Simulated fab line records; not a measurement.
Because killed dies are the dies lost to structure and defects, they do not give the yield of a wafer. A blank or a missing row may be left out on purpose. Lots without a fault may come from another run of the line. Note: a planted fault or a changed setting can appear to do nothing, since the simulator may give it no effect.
Which of the tools did it?	flow n5_finfet	20 lots, 60 wafers sampled, at 6 steps of a route of 1938

== WHAT THE GAUGES SHOWED, per wafer ==
The record holds no reading of a measuring or inspecting step that can be judged against a usual standard deviation.

== WHAT TOOL EACH LOT RAN ON (gives the tool, then ch and the chambers of the sampled wafers, and finally the start) ==
lot	N5_FIN_SAQP_ETCH_57	N5_FIN_SAQP_MANDREL2_REMOVE_60	N5_FIN_CUT_ETCH_30	N5_FIN_CUT_ETCH_20	N5_FIN_CUT_CUT_ETCH_27	N5_STI_FIN_REVEAL_DENSIFY_30
L074	rie_diel-02 ch 0,2,3, day 1 23:49	rie_si-01 ch 1,2,3, day 2 02:49	rie_diel-01 ch 0,1, day 2 04:06	rie_diel-01 ch 0,1, day 2 04:07	rie_diel-01 ch 0,1, day 2 04:33	rtp_anneal-02 ch 0, day 2 10:25
L075	rie_diel-05 ch 0,1,2, day 2 09:11	rie_si-03 ch 1,3, day 2 10:36	rie_diel-04 ch 0,3, day 2 12:02	rie_diel-04 ch 0,3, day 2 12:03	rie_diel-04 ch 0,3, day 2 12:28	rtp_anneal-01 ch 0, day 2 18:26
L076	rie_diel-02 ch 0,1,3, day 2 12:16	rie_si-01 ch 0,1,2, day 2 13:40	rie_diel-03 ch 0,2, day 2 14:52	rie_diel-03 ch 0,2, day 2 14:53	rie_diel-03 ch 0,2, day 2 15:19	rtp_anneal-01 ch 0, day 2 21:48
L077	rie_diel-06 ch 1,2,3, day 2 18:31	rie_si-01 ch 1,3, day 2 20:20	rie_diel-03 ch 0,1,3, day 2 21:37	rie_diel-03 ch 0,1,3, day 2 21:38	rie_diel-03 ch 0,1,3, day 2 22:04	rtp_anneal-02 ch 0, day 3 05:04
L079	rie_diel-05 ch 0,2,3, day 3 06:10	rie_si-01 ch 1,2, day 3 07:33	rie_diel-01 ch 1,2, day 3 08:51	rie_diel-01 ch 1,2, day 3 08:52	rie_diel-01 ch 1,2, day 3 09:18	rtp_anneal-01 ch 0, day 3 15:27
L080	rie_diel-05 ch 1,2, day 3 13:25	rie_si-01 ch 2,3, day 3 15:05	rie_diel-01 ch 0,2, day 3 16:14	rie_diel-01 ch 0,2, day 3 16:15	rie_diel-01 ch 0,2, day 3 16:41	rtp_anneal-01 ch 0, day 3 22:38
L082	rie_diel-06 ch 2,3, day 3 23:52	rie_si-05 ch 0,3, day 4 01:26	rie_diel-03 ch 0,1, day 4 02:43	rie_diel-03 ch 0,1, day 4 02:44	rie_diel-03 ch 0,1, day 4 03:10	rtp_anneal-02 ch 0, day 4 09:39
L083	rie_diel-02 ch 1,2,3, day 4 05:46	rie_si-01 ch 0,3, day 4 07:13	rie_diel-04 ch 0,1, day 4 08:23	rie_diel-04 ch 0,1, day 4 08:24	rie_diel-04 ch 0,1, day 4 08:50	rtp_anneal-01 ch 0, day 4 14:46
L084	rie_diel-02 ch 0,3, day 4 12:01	rie_si-05 ch 1,3, day 4 13:23	rie_diel-04 ch 2,3, day 4 14:34	rie_diel-04 ch 2,3, day 4 14:35	rie_diel-04 ch 2,3, day 4 15:00	rtp_anneal-02 ch 0, day 4 21:20
L085	rie_diel-02 ch 0,1,3, day 4 21:07	rie_si-01 ch 0,1,3, day 5 00:08	rie_diel-04 ch 0,1,3, day 5 01:29	rie_diel-04 ch 0,1,3, day 5 01:30	rie_diel-04 ch 0,1,3, day 5 01:55	rtp_anneal-01 ch 0, day 5 07:53
L086	rie_diel-05 ch 1,2,3, day 5 01:13	rie_si-03 ch 0,2,3, day 5 02:59	rie_diel-03 ch 0,1,2, day 5 04:16	rie_diel-03 ch 0,1,2, day 5 04:17	rie_diel-03 ch 0,1,2, day 5 04:43	rtp_anneal-01 ch 0, day 5 10:38
L087	rie_diel-02 ch 0,3, day 5 05:39	rie_si-01 ch 1,2, day 5 07:02	rie_diel-01 ch 1,3, day 5 08:17	rie_diel-01 ch 1,3, day 5 08:18	rie_diel-01 ch 1,3, day 5 08:44	rtp_anneal-01 ch 0, day 5 16:32
L089	rie_diel-02 ch 0,3, day 5 17:41	rie_si-05 ch 0,2,3, day 5 19:14	rie_diel-04 ch 0,2,3, day 5 20:40	rie_diel-04 ch 0,2,3, day 5 20:41	rie_diel-04 ch 0,2,3, day 5 21:07	rtp_anneal-01 ch 0, day 6 03:14
L090	rie_diel-06 ch 1,2, day 5 23:47	rie_si-03 ch 0,1, day 6 01:28	rie_diel-04 ch 0,1,2, day 6 02:41	rie_diel-04 ch 0,1,2, day 6 02:42	rie_diel-04 ch 0,1,2, day 6 03:08	rtp_anneal-02 ch 0, day 6 09:09
L092	rie_diel-02 ch 1,2,3, day 6 12:24	rie_si-01 ch 1,2,3, day 6 13:47	rie_diel-03 ch 0,1,3, day 6 15:04	rie_diel-03 ch 0,1,3, day 6 15:05	rie_diel-03 ch 0,1,3, day 6 15:31	rtp_anneal-02 ch 0, day 6 21:26
L093	rie_diel-05 ch 0,2, day 6 17:54	rie_si-05 ch 1,2,3, day 6 19:17	rie_diel-04 ch 1,3, day 6 20:27	rie_diel-04 ch 1,3, day 6 20:28	rie_diel-04 ch 1,3, day 6 20:54	rtp_anneal-02 ch 0, day 7 02:50
L094	rie_diel-06 ch 1,3, day 7 01:54	rie_si-05 ch 0,3, day 7 03:18	rie_diel-04 ch 0,1, day 7 04:44	rie_diel-04 ch 0,1, day 7 04:46	rie_diel-04 ch 0,1, day 7 05:11	rtp_anneal-01 ch 0, day 7 11:10
L095	rie_diel-02 ch 1,2,3, day 7 06:58	rie_si-05 ch 0,2,3, day 7 08:22	rie_diel-03 ch 0,3, day 7 09:40	rie_diel-03 ch 0,3, day 7 09:41	rie_diel-03 ch 0,3, day 7 10:06	rtp_anneal-01 ch 0, day 7 16:13
L096	rie_diel-05 ch 0,1,3, day 7 12:15	rie_si-01 ch 0,3, day 7 13:38	rie_diel-01 ch 0,1,2, day 7 14:47	rie_diel-01 ch 0,1,2, day 7 14:49	rie_diel-01 ch 0,1,2, day 7 15:14	rtp_anneal-02 ch 0, day 7 22:02
L097	rie_diel-06 ch 0,1,2, day 7 18:54	rie_si-01 ch 0,1,3, day 7 20:40	rie_diel-04 ch 1,2,3, day 7 22:28	rie_diel-04 ch 1,2,3, day 7 22:29	rie_diel-04 ch 1,2,3, day 7 22:54	rtp_anneal-01 ch 0, day 8 05:13
- N5_FIN_SAQP_ETCH_57: etches SiNx in CH3F/O2, target depth 32.5 nm, time 46.4 s.
- N5_FIN_SAQP_MANDREL2_REMOVE_60: chemistry HBr/Cl2/O2, target a-Si, stops on SiNx, bt time 10 s.
- N5_FIN_CUT_ETCH_30: etches underlayer in N2/H2, target depth 13 nm, time 10.4 s.
- N5_FIN_CUT_ETCH_20: etches SiARC in CF4, target depth 26 nm, time 43.3 s.
- N5_FIN_CUT_CUT_ETCH_27: etches SiO2 in CHF3/O2, target depth 4 nm, overetch 2 nm, time 4.9 s.
- N5_STI_FIN_REVEAL_DENSIFY_30

== WHAT THE TOOLS THEMSELVES READ (means of the sampled wafers that have a number; where no wafer has one, the mark that the record gives instead) ==
N5_FIN_SAQP_ETCH_57.
lot	tool	drypump_motor_current_A (A)	etch_rf_on_time_s (s)	oes_product_au (a.u.)	rf_vpp_V (V)	showerhead_plenum_p_Torr (Torr)	throttle_valve_pct (%)
L074	rie_diel-02	6.1	46.9	0.65	296.5	1.97	16.63
L075	rie_diel-05	5.6	46.8	0.66	297.7	2.00	16.40
L076	rie_diel-02	5.7	46.3	0.64	295.5	1.92	16.50
L077	rie_diel-06	6.0	46.7	0.66	298.0	1.98	16.35
L079	rie_diel-05	5.9	46.0	0.68	295.8	2.00	16.37
L080	rie_diel-05	5.5	45.9	0.59	298.3	2.00	16.55
L082	rie_diel-06	6.1	46.8	0.65	296.6	1.94	16.35
L083	rie_diel-02	5.8	47.2	0.64	297.7	1.98	16.61
L084	rie_diel-02	6.0	47.6	0.63	294.9	1.91	16.58
L085	rie_diel-02	5.7	47.3	0.63	295.7	1.91	16.53
L086	rie_diel-05	5.7	45.3	0.60	295.9	2.01	16.53
L087	rie_diel-02	6.0	46.9	0.62	294.9	1.91	16.70
L089	rie_diel-02	6.0	45.8	0.62	295.1	1.91	16.72
L090	rie_diel-06	6.0	46.9	0.63	298.4	1.99	16.42
L092	rie_diel-02	5.7	46.2	0.64	298.1	1.97	16.64
L093	rie_diel-05	5.8	46.0	0.69	296.0	1.98	16.32
L094	rie_diel-06	6.1	46.8	0.65	297.3	1.95	16.47
L095	rie_diel-02	5.8	46.4	0.63	297.2	1.97	16.66
L096	rie_diel-05	5.5	46.0	0.73	296.2	1.96	16.20
L097	rie_diel-06	5.9	45.3	0.76	298.1	1.97	16.18

N5_FIN_SAQP_MANDREL2_REMOVE_60.
lot	tool	drypump_motor_current_A (A)	oes_product_au (a.u.)	throttle_valve_pct (%)
L074	rie_si-01	5.7	0.982	36.86
L075	rie_si-03	5.8	0.995	36.63
L076	rie_si-01	5.7	0.994	36.85
L077	rie_si-01	5.2	0.980	36.82
L079	rie_si-01	5.6	0.980	36.88
L080	rie_si-01	6.1	0.984	36.89
L082	rie_si-05	5.5	1.000	36.39
L083	rie_si-01	6.3	0.995	36.84
L084	rie_si-05	5.2	1.000	36.45
L085	rie_si-01	5.8	0.993	36.82
L086	rie_si-03	5.1	1.002	36.69
L087	rie_si-01	5.6	0.975	36.87
L089	rie_si-05	5.6	0.996	36.49
L090	rie_si-03	5.6	1.014	36.87
L092	rie_si-01	5.7	0.988	36.86
L093	rie_si-05	5.4	0.998	36.52
L094	rie_si-05	5.4	0.992	36.42
L095	rie_si-05	5.6	0.999	36.48
L096	rie_si-01	6.4	1.000	36.84
L097	rie_si-01	5.8	0.995	36.82

N5_FIN_CUT_ETCH_30.
lot	tool	drypump_motor_current_A (A)	etch_rf_on_time_s (s)	oes_product_au (a.u.)	rf_vpp_V (V)	showerhead_plenum_p_Torr (Torr)	throttle_valve_pct (%)
L074	rie_diel-01	5.4	10.40	0.75	526.3	2.61	17.81
L075	rie_diel-04	6.0	10.26	0.62	525.2	2.56	17.93
L076	rie_diel-03	5.3	10.12	0.67	523.6	2.51	18.01
L077	rie_diel-03	5.3	10.28	0.76	523.8	2.51	17.86
L079	rie_diel-01	5.7	10.41	0.60	522.0	2.48	17.94
L080	rie_diel-01	5.4	10.28	0.67	524.3	2.58	17.96
L082	rie_diel-03	5.4	10.25	0.68	521.8	2.48	17.91
L083	rie_diel-04	5.8	10.32	0.69	522.9	2.53	17.69
L084	rie_diel-04	6.3	10.20	0.62	523.1	2.49	17.90
L085	rie_diel-04	6.0	10.31	0.65	522.3	2.51	17.81
L086	rie_diel-03	5.5	10.25	0.71	523.7	2.57	17.92
L087	rie_diel-01	5.6	10.21	0.79	525.6	2.64	17.57
L089	rie_diel-04	6.0	10.47	0.60	522.9	2.55	17.96
L090	rie_diel-04	5.8	10.40	0.64	523.8	2.57	17.85
L092	rie_diel-03	5.3	10.21	0.72	522.2	2.49	17.90
L093	rie_diel-04	6.0	10.33	0.69	520.9	2.46	17.68
L094	rie_diel-04	5.8	10.27	0.63	524.1	2.57	17.87
L095	rie_diel-03	4.9	10.41	0.69	521.7	2.46	18.00
L096	rie_diel-01	5.5	10.25	0.71	527.6	2.64	17.77
L097	rie_diel-04	6.0	10.30	0.65	523.7	2.50	17.83

N5_FIN_CUT_ETCH_20.
lot	tool	drypump_motor_current_A (A)	etch_rf_on_time_s (s)	oes_product_au (a.u.)	rf_vpp_V (V)	showerhead_plenum_p_Torr (Torr)	throttle_valve_pct (%)
L074	rie_diel-01	5.4	43.5	0.74	184.8	2.20	15.46
L075	rie_diel-04	6.0	43.5	0.61	183.1	2.16	15.76
L076	rie_diel-03	5.3	42.3	0.67	184.2	2.12	15.81
L077	rie_diel-03	5.3	42.7	0.76	183.7	2.11	15.62
L079	rie_diel-01	5.7	43.5	0.59	182.8	2.09	15.69
L080	rie_diel-01	5.4	43.1	0.67	185.1	2.18	15.65
L082	rie_diel-03	5.4	42.8	0.68	183.9	2.09	15.71
L083	rie_diel-04	5.7	42.9	0.69	183.8	2.13	15.44
L084	rie_diel-04	6.3	42.8	0.62	183.2	2.10	15.73
L085	rie_diel-04	6.0	43.5	0.65	184.5	2.12	15.60
L086	rie_diel-03	5.5	42.2	0.72	184.4	2.16	15.69
L087	rie_diel-01	5.6	41.8	0.79	184.6	2.21	15.32
L089	rie_diel-04	6.0	43.5	0.60	184.0	2.15	15.80
L090	rie_diel-04	5.7	43.1	0.64	184.1	2.17	15.65
L092	rie_diel-03	5.3	43.2	0.71	182.5	2.10	15.68
L093	rie_diel-04	6.0	43.7	0.69	183.7	2.07	15.40
L094	rie_diel-04	5.8	43.0	0.64	184.2	2.17	15.68
L095	rie_diel-03	5.0	43.5	0.70	182.7	2.07	15.77
L096	rie_diel-01	5.5	43.2	0.70	184.3	2.22	15.46
L097	rie_diel-04	6.0	43.0	0.64	184.1	2.11	15.62

N5_FIN_CUT_CUT_ETCH_27.
lot	tool	drypump_motor_current_A (A)	oes_product_au (a.u.)	rf_vpp_V (V)	showerhead_plenum_p_Torr (Torr)	throttle_valve_pct (%)
L074	rie_diel-01	5.4	0.68	525	2.47	18.70
L075	rie_diel-04	6.0	0.57	531	2.43	18.96
L076	rie_diel-03	5.3	0.61	518	2.38	19.04
L077	rie_diel-03	5.3	0.70	521	2.38	18.88
L079	rie_diel-01	5.7	0.55	523	2.36	18.89
L080	rie_diel-01	5.4	0.62	524	2.45	18.88
L082	rie_diel-03	5.5	0.63	517	2.36	18.93
L083	rie_diel-04	5.7	0.64	531	2.40	18.62
L084	rie_diel-04	6.3	0.58	520	2.37	18.95
L085	rie_diel-04	6.0	0.60	528	2.38	18.79
L086	rie_diel-03	5.5	0.65	519	2.43	18.95
L087	rie_diel-01	5.6	0.73	531	2.49	18.56
L089	rie_diel-04	6.0	0.56	526	2.42	19.01
L090	rie_diel-04	5.7	0.59	529	2.44	18.84
L092	rie_diel-03	5.3	0.65	521	2.37	18.93
L093	rie_diel-04	6.0	0.64	525	2.33	18.61
L094	rie_diel-04	5.7	0.58	533	2.43	18.85
L095	rie_diel-03	4.9	0.65	521	2.33	19.03
L096	rie_diel-01	5.5	0.65	527	2.50	18.69
L097	rie_diel-04	6.0	0.59	524	2.37	18.83

N5_STI_FIN_REVEAL_DENSIFY_30.
lot	tool	lamp_power_pct (%)
L074	rtp_anneal-02	11.60
L075	rtp_anneal-01	11.47
L076	rtp_anneal-01	11.50
L077	rtp_anneal-02	11.52
L079	rtp_anneal-01	11.53
L080	rtp_anneal-01	11.54
L082	rtp_anneal-02	11.53
L083	rtp_anneal-01	11.52
L084	rtp_anneal-02	11.49
L085	rtp_anneal-01	11.52
L086	rtp_anneal-01	11.50
L087	rtp_anneal-01	11.55
L089	rtp_anneal-01	11.58
L090	rtp_anneal-02	11.48
L092	rtp_anneal-02	11.59
L093	rtp_anneal-02	11.49
L094	rtp_anneal-01	11.54
L095	rtp_anneal-01	11.59
L096	rtp_anneal-02	11.52
L097	rtp_anneal-01	11.51

== THE ANSWER, worked out from the rows above alone ==
Rule: the lots themselves supply what counts as usual. Put in order of their means at a reading, lots are off if they are a third of the lots or fewer, leave a main group of 4 or more, and stand apart from it by a gap of 3 or more times the standard deviation of the main group's means; of several such gaps the widest counts. A main group is skipped when, at the precision printed for the reading in the tables above, its means are all equal. Also off: a lot with no number at a reading for which 4 or more lots have one. Where the step has rows for the other lots, those lots are counted as sound. First the gauges in route order, then the tools' own readings, where a lot's mean is used as printed above. The first step at which some lot is off is used, and at that step the reading that is off furthest; a lot without a number counts as furthest.
Across all readings shown, no lot is off: no conclusion can be drawn from this.

== WHAT WAS PUT IN BY THE SIMULATOR ==
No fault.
